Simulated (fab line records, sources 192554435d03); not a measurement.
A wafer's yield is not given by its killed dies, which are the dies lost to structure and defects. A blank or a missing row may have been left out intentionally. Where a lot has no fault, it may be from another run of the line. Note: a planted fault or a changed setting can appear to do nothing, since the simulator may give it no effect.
A single fault, viewed from 2 desks    flow n5-finfet    each desk has only its own numbers; what lay behind them comes last

== AT THE TOOL OWNER'S DESK: euv-scanner-02 ==
The tool's own readings at N5_BEOL_M8_EXPOSE_25 (exposes mask V7, target cd 40 nm): means of the sampled wafers that have a number, for each lot that ran on this tool. Marked OUT: a lot whose mean sits more than 4 standard deviations from the usual mean, which makes it out of limits; the brackets give that distance.
Columns: A = exposure-dose-mJ-cm2 at N5_BEOL_M8_EXPOSE_25, usual 42.62
lot   first seen here  A
L669  day 10 05:00     42.46
L672  day 10 17:40     42.43
L675  day 12 08:09     42.51
L683  day 14 04:56     42.50
L684  day 14 05:29     38.69 (-19) OUT
L685  day 14 13:12     39.43 (-15) OUT
This desk's finding: out of limits on L684, L685; first on L684, day 14 05:29 (exposure-dose-mJ-cm2 at N5_BEOL_M8_EXPOSE_25). L669, L672, L675, L683: within limits.

== THE METROLOGY DESK ==
Means of the sampled wafers that have a number, per lot and without regard to the tool the lot ran on: this is what the gauges read. Marked OUT: a lot whose mean sits more than 4 standard deviations from the usual mean, which makes it out of limits; the brackets give that distance.
Columns: A = M8_ILD_THK at N5_BEOL_M8_THK_MEAS_01, usual 154.3 nm; B = cd-nm at N5_BEOL_M8_CD_MEAS_18, usual 40.0 nm; C = cd-nm at N5_BEOL_M8_CD_MEAS_28, usual 40.00 nm; D = V7_OVL at N5_BEOL_M8_OVL_MEAS_29, usual 0.1 nm
lot   first seen here  A      B     C                 D
L666  day 9 00:52      154.9  39.7  39.76             -0.3
L668  day 9 11:23      155.4  39.9  39.89             -0.1
L669  day 10 02:06     153.8  40.1  40.05             0.5
L671  day 10 08:58     155.2  39.9  40.09             0.8
L670  day 10 10:22     155.5  40.4  39.97             -0.2
L672  day 10 13:37     154.7  40.3  40.00             -0.6
L675  day 11 23:41     153.8  39.6  39.98             -0.6
L683  day 14 02:38     153.3  39.7  40.03             0.3
L684  day 14 03:10     154.2  40.0  37.77 (-11) OUT   0.4
L685  day 14 07:16     152.7  39.3  38.48 (-7.3) OUT  0.4
L687  day 14 17:29     152.6  39.6  39.80             -1.0
L688  day 15 12:18     157.4  40.0  39.96             0.2
This desk's finding: out of limits on L684, L685; first on L684, day 14 05:37 (cd-nm at N5_BEOL_M8_CD_MEAS_28). L666, L668, L669, L671, L670, L672, L675, L683, L687, L688: within limits.

== BROUGHT TOGETHER ==
The tool owner's desk had the chance to raise an alarm at day 14 05:29 on L684, L685.
L684, L685 would have let the metrology desk raise an alarm at day 14 05:37.
The lots listed all ran N5_BEOL_M8_EXPOSE_25 on euv-scanner-02.

== WHAT WAS PUT IN BY THE SIMULATOR ==
Process parameters drifting: euv-scanner-02 at N5_BEOL_M8_EXPOSE_25, beginning at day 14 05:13. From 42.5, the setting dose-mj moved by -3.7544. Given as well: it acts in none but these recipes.
Lots struck among those shown: L684, L685.
Counting hours from when the fault started, the first reading out of limits came at 0 for the tool owner's desk and at 0 for the metrology desk.
